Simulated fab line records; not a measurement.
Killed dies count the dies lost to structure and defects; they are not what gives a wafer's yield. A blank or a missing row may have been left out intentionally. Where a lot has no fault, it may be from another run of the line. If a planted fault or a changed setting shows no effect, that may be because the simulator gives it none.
fab line records + flow n5Finfet + part 2 of 2: steps 22 to 28 of 28
record
- lots=5
- wafers=15
- lastDay=17
route steps=1938 shown MOL_CONTACT_COAG@627 BEOL_M0_SAQP@632
lots that met no fault: taken from a fault-free run of the same line
startH: the number of hours between the record's first day and the start of the first shown wafer of the lot + waitH: hours since the lot's step before + " unchanged from the row above + L1.1+2: one row covering several wafers at once + - no value present, or no start provided + * or withheld: withheld + < > ~ a bound
route shown NAME@n: NAME is a module with steps in the file, n the number in the route of the first one + usual: mean/standard deviation of fault-free wafers + same: alike in all rows + chamber/n: place in a boat + sites: per-site readings + _std_site: how widely they spread, as a standard deviation + _edge_site: outer sites' mean less inner sites' + radiusMm: how far each site lies from the wafer's centre + mask NAME#n: copy n + behind: the most recent tool/chamber to have shaped the wafer + hold: the reason the lot was held/the length of the hold in hours/how it ended + device: the transistor (n, p or np) that didn't switch + end of line: at the end of the route, the tests of the same wafers + for a step that has no rows: nothing shown but its recipe + killed: the dies lost at the first sort to structure and to defects; this is not the yield of the wafer + map: shows each die of a wafer: x if killed, . if not, _ if none is there
set.NAME: the setting the step ran with; set.NAME@STEP: the setting that earlier step ran with + model.NAME: the simulator's own value behind a step, which no gauge read
lots at some steps of the route; a table a step, a row a wafer
services: from which hour (startH, from the record's first day; less than 0 if before it) a tool's chamber was out of use, for how many hours, and why
## steps
# step N5_BEOL_M0_SAQP_CD_MEAS_14
# recipe
- targetCdNm=42.5
- landingEnergyEv=500
- detector=seInlens
# usual
- cdNm=42.6/0.36
| lot.wafer | tool     | chamber | startH | waitH | cdNm |
|-----------|----------|---------|--------|-------|------|
| L074.2    | cdSem-01 | 0       | 106.79 | -     | 42.8 |
| L074.4    | "        | 0       | "      | "     | 43.1 |
| L074.5    | "        | 0       | "      | "     | 43.5 |
| L078.1    | cdSem-03 | 0       | 132.98 | -     | 42.9 |
| L078.3    | "        | 0       | "      | "     | 43.2 |
| L078.6    | "        | 0       | "      | "     | 42.3 |
| L082.2    | cdSem-02 | 0       | 161.78 | -     | 42.4 |
| L082.4    | "        | 0       | "      | "     | 41.9 |
| L082.6    | "        | 0       | "      | "     | 42.8 |
| L086.2    | cdSem-01 | 0       | 187.35 | -     | 41.9 |
| L086.5    | "        | 0       | "      | "     | 42.7 |
| L086.6    | "        | 0       | "      | "     | 42.7 |
| L095.1    | cdSem-02 | 0       | 238.08 | -     | 42.4 |
| L095.3    | "        | 0       | "      | "     | 42.8 |
| L095.5    | "        | 0       | "      | "     | 42.0 |
# step N5_BEOL_M0_SAQP_OVL_MEAS_15
# recipe
- pointsPerWafer=44
# usual
- M0_CORE_OVL=0.4/0.79
| lot.wafer | tool       | chamber | startH | waitH | M0_CORE_OVL[nm] |
|-----------|------------|---------|--------|-------|-----------------|
| L074.2    | overlay-02 | 0       | 106.82 | 0.0   | -0.1            |
| L074.4    | "          | 0       | "      | "     | -0.2            |
| L074.5    | "          | 0       | "      | "     | 1.1             |
| L078.1    | overlay-02 | 0       | 133.01 | 0.0   | -0.5            |
| L078.3    | "          | 0       | "      | "     | 0.3             |
| L078.6    | "          | 0       | "      | "     | 0.4             |
| L082.2    | overlay-02 | 0       | 161.81 | 0.0   | 0.2             |
| L082.4    | "          | 0       | "      | "     | 0.3             |
| L082.6    | "          | 0       | "      | "     | 0.6             |
| L086.2    | overlay-01 | 0       | 187.38 | 0.0   | 0.2             |
| L086.5    | "          | 0       | "      | "     | 1.5             |
| L086.6    | "          | 0       | "      | "     | 0.8             |
| L095.1    | overlay-01 | 0       | 238.11 | 0.0   | -0.2            |
| L095.3    | "          | 0       | "      | "     | -0.7            |
| L095.5    | "          | 0       | "      | "     | 0.0             |
# step N5_BEOL_M0_SAQP_INSPECT_16
# recipe
- mode=adi
- inspectInstrument=brightfield
# usual
- rawDefectCount=521/160
| lot.wafer | tool             | chamber | startH | waitH | rawDefectCount |
|-----------|------------------|---------|--------|-------|----------------|
| L074.2    | defectInspect-01 | -       | 106.85 | 0.0   | 316            |
| L074.4    | "                | -       | "      | "     | 377            |
| L074.5    | "                | -       | "      | "     | 461            |
| L078.1    | defectInspect-01 | -       | 133.03 | 0.0   | 406            |
| L078.3    | "                | -       | "      | "     | 498            |
| L078.6    | "                | -       | "      | "     | 483            |
| L082.2    | defectInspect-02 | -       | 161.83 | 0.0   | 609            |
| L082.4    | "                | -       | "      | "     | 580            |
| L082.6    | "                | -       | "      | "     | 531            |
| L086.2    | defectInspect-01 | -       | 187.41 | 0.0   | 333            |
| L086.5    | "                | -       | "      | "     | 389            |
| L086.6    | "                | -       | "      | "     | 340            |
| L095.1    | defectInspect-02 | -       | 238.14 | 0.0   | 496            |
| L095.3    | "                | -       | "      | "     | 382            |
| L095.5    | "                | -       | "      | "     | 634            |
# step N5_BEOL_M0_SAQP_DESCUM_19
# recipe
- chemistry=O2
- timeS=7.9
- sourcePowerW=50
- biasPowerW=20
- pressureMtorr=20
- rfFrequencyHz=2.712e+07
- tempC=40
- resist=CAR-ArF
- o2FlowSccm=225
# usual
- drypumpMotorCurrentA=5.6/0.4
- oesProductAu=0.83/0.093
- rfVppV=243.5/1.1
- showerheadPlenumPTorr=2.12/0.048
- tempC=39.99/0.12
- throttleValvePct=20.36/0.17
# same
- timeS=7.9
| lot.wafer | tool       | chamber | startH | waitH | drypumpMotorCurrentA | oesProductAu | rfHoursCounterH | rfVppV | showerheadPlenumPTorr | tempC | throttleValvePct |
|-----------|------------|---------|--------|-------|----------------------|--------------|-----------------|--------|-----------------------|-------|------------------|
| L074.2    | rieDiel-02 | 0       | 107.06 | 0.2   | 5.4                  | 0.70         | 235             | 241.3  | 1.97                  | 39.94 | 20.33            |
| L074.4    | "          | 3       | "      | "     | 5.2                  | 0.73         | 150             | 244.0  | 2.18                  | 39.81 | 20.58            |
| L074.5    | "          | 0       | "      | "     | 5.4                  | 0.70         | -               | 241.6  | 1.97                  | 39.80 | 20.34            |
| L078.1    | rieDiel-02 | 1       | 133.10 | 0.1   | 4.9                  | 0.70         | 237             | 243.5  | 2.13                  | 39.90 | 20.34            |
| L078.3    | "          | 2       | "      | "     | 5.6                  | 0.77         | 148             | 244.3  | 2.11                  | 40.08 | 20.30            |
| L078.6    | "          | 2       | "      | "     | 5.6                  | 0.77         | -               | 243.3  | 2.11                  | 39.78 | 20.30            |
| L082.2    | rieDiel-05 | 2       | 161.87 | 0.0   | 5.5                  | 0.92         | 32              | 244.3  | 2.16                  | 40.01 | 20.43            |
| L082.4    | "          | 3       | "      | "     | 5.6                  | 0.92         | 14              | 241.9  | 2.07                  | 40.07 | 20.34            |
| L082.6    | "          | 3       | "      | "     | 5.6                  | 0.92         | -               | 242.2  | 2.07                  | 40.03 | 20.33            |
| L086.2    | rieDiel-04 | 1       | 188.79 | 1.4   | 5.4                  | 0.95         | 13              | 242.7  | 2.03                  | 40.19 | 20.12            |
| L086.5    | "          | 1       | "      | "     | 5.3                  | 0.94         | -               | 242.1  | 2.03                  | 40.12 | 20.11            |
| L086.6    | "          | 2       | "      | "     | 6.4                  | 0.87         | -               | 242.2  | 2.13                  | 40.06 | 20.47            |
| L095.1    | rieDiel-02 | 2       | 238.17 | 0.0   | 5.6                  | 0.75         | 178             | 241.6  | 2.10                  | 39.80 | 20.35            |
| L095.3    | "          | 0       | "      | "     | 5.4                  | 0.95         | 17              | 246.3  | 2.22                  | 39.94 | 19.99            |
| L095.5    | "          | 1       | "      | "     | 4.9                  | 0.97         | -               | 245.1  | 2.12                  | 40.07 | 20.04            |
# step N5_BEOL_M0_SAQP_ETCH_83
# recipe
- chemistry=CF4
- target=SiARC
- targetDepthA=390
- maskMaterial=CAR-ArF
- timeS=65
- ionEnergyEv=80
- pressureMtorr=40
- sourceW=545
- biasW=36
- Ar_flow_sccm=100
- cf4FlowSccm=100
- ends=cleared
# usual
- drypumpMotorCurrentA=5.6/0.4
- etchRfOnTimeS=65.4/1.3
- oesProductAu=0.70/0.078
- rfVppV=184.4/0.92
- showerheadPlenumPTorr=2.17/0.05
- throttleValvePct=15.54/0.19
| lot.wafer | tool       | chamber | startH | waitH | drypumpMotorCurrentA | etchRfOnTimeS | oesProductAu | rfHoursCounterH | rfVppV | showerheadPlenumPTorr | throttleValvePct |
|-----------|------------|---------|--------|-------|----------------------|---------------|--------------|-----------------|--------|-----------------------|------------------|
| L074.2    | rieDiel-02 | 0       | 107.10 | 0.0   | 5.3                  | 67.0          | 0.60         | 235             | 183.7  | 2.03                  | 15.67            |
| L074.4    | "          | 3       | "      | "     | 5.2                  | 65.7          | 0.63         | 150             | 184.4  | 2.23                  | 15.79            |
| L074.5    | "          | 0       | "      | "     | 5.4                  | 66.7          | 0.60         | -               | 182.7  | 2.03                  | 15.65            |
| L078.1    | rieDiel-02 | 1       | 133.14 | 0.0   | 4.9                  | 67.4          | 0.59         | 237             | 185.7  | 2.19                  | 15.71            |
| L078.3    | "          | 2       | "      | "     | 5.5                  | 65.9          | 0.64         | 148             | 183.9  | 2.15                  | 15.47            |
| L078.6    | "          | 2       | "      | "     | 5.5                  | 65.6          | 0.65         | -               | 184.7  | 2.15                  | 15.46            |
| L082.2    | rieDiel-05 | 2       | 161.90 | 0.0   | 5.5                  | 67.9          | 0.76         | 32              | 184.9  | 2.18                  | 15.42            |
| L082.4    | "          | 3       | "      | "     | 5.6                  | 65.7          | 0.79         | 14              | 183.8  | 2.11                  | 15.38            |
| L082.6    | "          | 3       | "      | "     | 5.6                  | 66.2          | 0.79         | -               | 182.9  | 2.11                  | 15.39            |
| L086.2    | rieDiel-04 | 1       | 188.82 | 0.0   | 5.4                  | 63.9          | 0.81         | 13              | 184.5  | 2.09                  | 15.28            |
| L086.5    | "          | 1       | "      | "     | 5.4                  | 63.3          | 0.81         | -               | 183.3  | 2.09                  | 15.27            |
| L086.6    | "          | 2       | "      | "     | 6.4                  | 63.6          | 0.75         | -               | 186.0  | 2.19                  | 15.67            |
| L095.1    | rieDiel-02 | 2       | 238.21 | 0.0   | 5.6                  | 66.0          | 0.63         | 178             | 183.3  | 2.14                  | 15.50            |
| L095.3    | "          | 0       | "      | "     | 5.3                  | 65.2          | 0.79         | 17              | 184.6  | 2.27                  | 15.23            |
| L095.5    | "          | 1       | "      | "     | 4.9                  | 65.9          | 0.80         | -               | 184.0  | 2.19                  | 15.26            |
# step N5_BEOL_M0_SAQP_ETCH_84
# recipe
- chemistry=N2/H2
- target=SOC
- targetDepthA=1000
- overetchA=200
- maskMaterial=SiARC
- tempC=40
- timeS=150
- ionEnergyEv=200
- pressureMtorr=30
- sourceW=840
- biasW=150
- n2FlowSccm=200
- h2FlowSccm=200
# usual
- drypumpMotorCurrentA=5.6/0.4
- oesProductAu=0.74/0.079
- rfVppV=524.6/1.8
- showerheadPlenumPTorr=2.58/0.067
- tempC=40.00/0.1
- throttleValvePct=17.78/0.24
# same
- timeS=150
| lot.wafer | tool       | chamber | startH | waitH | drypumpMotorCurrentA | oesProductAu | rfHoursCounterH | rfVppV | showerheadPlenumPTorr | tempC | throttleValvePct |
|-----------|------------|---------|--------|-------|----------------------|--------------|-----------------|--------|-----------------------|-------|------------------|
| L074.2    | rieDiel-02 | 0       | 107.15 | 0.0   | 5.4                  | 0.63         | 235             | 519.7  | 2.43                  | 39.95 | 18.02            |
| L074.4    | "          | 3       | "      | "     | 5.2                  | 0.66         | 150             | 527.4  | 2.67                  | 39.92 | 18.14            |
| L074.5    | "          | 0       | "      | "     | 5.4                  | 0.63         | -               | 520.4  | 2.43                  | 39.99 | 18.01            |
| L078.1    | rieDiel-02 | 1       | 133.19 | 0.0   | 4.9                  | 0.63         | 237             | 526.8  | 2.61                  | 39.94 | 17.85            |
| L078.3    | "          | 2       | "      | "     | 5.6                  | 0.68         | 149             | 523.2  | 2.54                  | 40.04 | 17.51            |
| L078.6    | "          | 2       | "      | "     | 5.6                  | 0.69         | -               | 523.8  | 2.54                  | 39.98 | 17.51            |
| L082.2    | rieDiel-05 | 2       | 161.95 | 0.0   | 5.5                  | 0.81         | 32              | 525.7  | 2.60                  | 40.01 | 17.68            |
| L082.4    | "          | 3       | "      | "     | 5.6                  | 0.82         | 14              | 520.9  | 2.48                  | 40.07 | 17.38            |
| L082.6    | "          | 3       | "      | "     | 5.6                  | 0.83         | -               | 522.0  | 2.47                  | 39.97 | 17.36            |
| L086.2    | rieDiel-04 | 1       | 188.87 | 0.0   | 5.4                  | 0.83         | 13              | 520.8  | 2.49                  | 39.85 | 17.68            |
| L086.5    | "          | 1       | "      | "     | 5.4                  | 0.83         | -               | 522.1  | 2.49                  | 40.08 | 17.67            |
| L086.6    | "          | 2       | "      | "     | 6.4                  | 0.77         | -               | 524.9  | 2.60                  | 40.05 | 18.01            |
| L095.1    | rieDiel-02 | 2       | 238.26 | 0.0   | 5.6                  | 0.67         | 178             | 523.1  | 2.52                  | 40.09 | 17.56            |
| L095.3    | "          | 0       | "      | "     | 5.4                  | 0.83         | 17              | 527.0  | 2.73                  | 40.01 | 17.62            |
| L095.5    | "          | 1       | "      | "     | 4.9                  | 0.84         | -               | 527.2  | 2.60                  | 39.85 | 17.46            |
# step N5_BEOL_M0_SAQP_STRIP_80
# recipe
- chemistry=N2/H2
- tempC=40
- n2FlowSccm=200
- h2FlowSccm=200
- rfFrequencyHz=6e+07
| lot.wafer  | tool       | chamber | startH | waitH |
|------------|------------|---------|--------|-------|
| L074.2+4+5 | rieDiel-02 | 0,3,0   | 107.25 | 0.0   |
| L078.1+3+6 | rieDiel-02 | 1,2,2   | 133.28 | 0.0   |
| L082.2+4+6 | rieDiel-05 | 2,3,3   | 162.05 | 0.0   |
| L086.2+5+6 | rieDiel-04 | 1,1,2   | 188.97 | 0.0   |
| L095.1+3+5 | rieDiel-02 | 2,0,1   | 238.35 | 0.0   |
## services
| tool           | chamber | startH | hours | kind   |
|----------------|---------|--------|-------|--------|
| pvdSputter-01  | -       | 82.06  | 1.2   | repair |
| arfiScanner-02 | -       | 97.70  | 1.0   | pm     |
| rieDiel-05     | 1       | 112.71 | 3.3   | repair |
| arfiScanner-03 | -       | 116.47 | 9.4   | repair |
| arfiScanner-02 | -       | 118.61 | 1.3   | pm     |
| arfiScanner-03 | -       | 125.90 | 1.3   | pm     |
| arfiScanner-03 | -       | 127.20 | 1.0   | pm     |
| pecvd-03       | -       | 142.42 | 14.6  | pm     |
| rieDiel-04     | 2       | 143.32 | 5.9   | repair |
| rieDiel-04     | -       | 144.48 | 0.2   | repair |
| pvdSputter-03  | -       | 144.93 | 4.2   | repair |
| rieDiel-02     | 2       | 145.20 | 5.7   | repair |
| cmp-04         | -       | 153.99 | 1.2   | repair |
| cmp-04         | -       | 158.51 | 4.0   | pm     |
| cmp-04         | -       | 162.88 | 7.6   | repair |
| rieDiel-02     | -       | 174.67 | 14.6  | pm     |
| pvdSputter-03  | -       | 178.36 | 1.0   | repair |
| rieDiel-02     | 0       | 190.78 | 2.9   | repair |
| rieDiel-02     | 3       | 201.95 | 4.0   | repair |
| pecvd-03       | 2       | 209.24 | 13.2  | repair |
| rieDiel-05     | 3       | 210.20 | 15.3  | repair |
| pecvd-04       | 0       | 214.44 | 25.6  | repair |
| pecvd-02       | 2       | 223.44 | 4.2   | repair |
| cmp-04         | -       | 236.65 | 5.7   | pm     |
